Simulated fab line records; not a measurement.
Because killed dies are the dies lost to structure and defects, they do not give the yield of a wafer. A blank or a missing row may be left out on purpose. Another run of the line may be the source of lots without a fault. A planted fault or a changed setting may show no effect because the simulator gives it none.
A struck lot beside a sound one + flow n5-finfet + 15 steps out of a route of 1938
Sound: these wafers, L423.1, L423.4, L423.5. Struck: wafer L432.6. (L432.3, L432.5 of the same lot were not struck and are left out.) The cause comes at the end.
Order at every step that has rows: each side's tool, ch and its chambers, its first start. Under that, the readings that differ: sound wafers + struck wafers + difference of the means + sigmas: that difference in standard deviations of wafers without a fault.
alike: readings whose means differ by less than 2 such deviations, and words and numbers that are the same on both sides. not compared: withheld readings, readings that some wafer has no value for, bounds like >300 that may hide the same value, and numbers for which the record gives no deviation and whose values overlap.
The two part at a step that has a row with sigmas, a row that says differs or no value, or rows on one side only. Numbers that have no deviation but don't overlap get no sigmas and don't part them. A reading that every wafer of one side lacks parts them only if that side has two wafers or more.

first, 3 steps without rows for these wafers: N5_BEOL_M14_PRECLEAN_39 (cleans in residue remover, time 60 s); N5_BEOL_M14_SRD_40 (time 30 s, dry time 30 s); N5_BEOL_M14_DEGAS_41 (time 60 s).
N5_BEOL_M14_PRE_CLEAN_42: time 30 s.
  sound: pvd-sputter-03 at day 13 16:20; struck: pvd-sputter-02 at day 16 03:08
  alike: heater-power-w
N5_BEOL_M14_SPUTTER_43: material TaN, target thk 15 nm, time 24.19 s.
  sound: pvd-sputter-03 at day 13 16:22; struck: pvd-sputter-02 at day 16 03:10
  alike: throttle-valve-pct
N5_BEOL_M14_SPUTTER_44: material Ta, target thk 15 nm, time 24.19 s.
  sound: pvd-sputter-03 at day 13 16:27; struck: pvd-sputter-02 at day 16 03:15
  alike: throttle-valve-pct
N5_BEOL_M14_SPUTTER_45: material Cu, target thk 100 nm, time 16.67 s.
  sound: pvd-sputter-03 at day 13 16:32; struck: pvd-sputter-02 at day 16 03:20
  alike: chuck-gas-flow-sccm, throttle-valve-pct
then, 2 steps without rows for these wafers: N5_BEOL_M14_ECD_47 (material Cu, target thk 1248 nm); N5_BEOL_M14_ANNEAL_48 (time 90 s).
N5_BEOL_M14_CMP_49: polishes, stops on SiO2, t overpolish 5.2 s, target thk 560 nm.
  sound on cmp-04 ch 0,3, day 13 17:08; struck on cmp-04 ch 2, day 16 04:57
| reading          | sound             | struck | difference | sigmas |
|------------------|-------------------|--------|------------|--------|
| platen-rpm (rpm) | 80.04 79.95 80.09 | 79.91  | -0.12      | -2     |
  alike: barrier-field-endpoint-s, motor-current-A, overpolish-run-s, time-to-endpoint-s
N5_BEOL_M14_THK_MEAS_50: measures by xrf.
  sound: film-metro-02 at day 13 17:25; struck: film-metro-02 at day 16 05:08
  alike: M14_THK
then, 1 step without rows for these wafers: N5_BEOL_M14_PRE_CLEAN_52 (time 15 s).
N5_BEOL_M14_DEP_53: deposits SiCN from 3MS/NH3, target thk 50 nm, time 17.8 s.
  sound on pecvd-02 ch 0,2, day 13 17:29; struck on pecvd-04 ch 0, day 16 05:11
| reading                                   | sound          | struck | difference | sigmas |
|-------------------------------------------|----------------|--------|------------|--------|
| model.SiCN_of_BEOL_M14_DEP_53.thk-nm (nm) | 50.4 50.6 50.6 | 46.6   | -3.9       |        |
  alike: showerhead-plenum-p-Torr, throttle-valve-pct
N5_BEOL_M14_RS_MEAS_54: measurement is done with a four-point probe.
  sound: film-metro-02 at day 13 17:33; struck: film-metro-02 at day 16 05:16
  alike: M14_RS
N5_PASSIVATION_PROBE_49:
  only the struck wafers here have rows in the record (prober-01, day 17 06:58); the sound ones have none

WHERE THEY PART
Earliest at N5_BEOL_M14_CMP_49; latest, in this record, at N5_PASSIVATION_PROBE_49.

WHY: what had been put in by the simulator
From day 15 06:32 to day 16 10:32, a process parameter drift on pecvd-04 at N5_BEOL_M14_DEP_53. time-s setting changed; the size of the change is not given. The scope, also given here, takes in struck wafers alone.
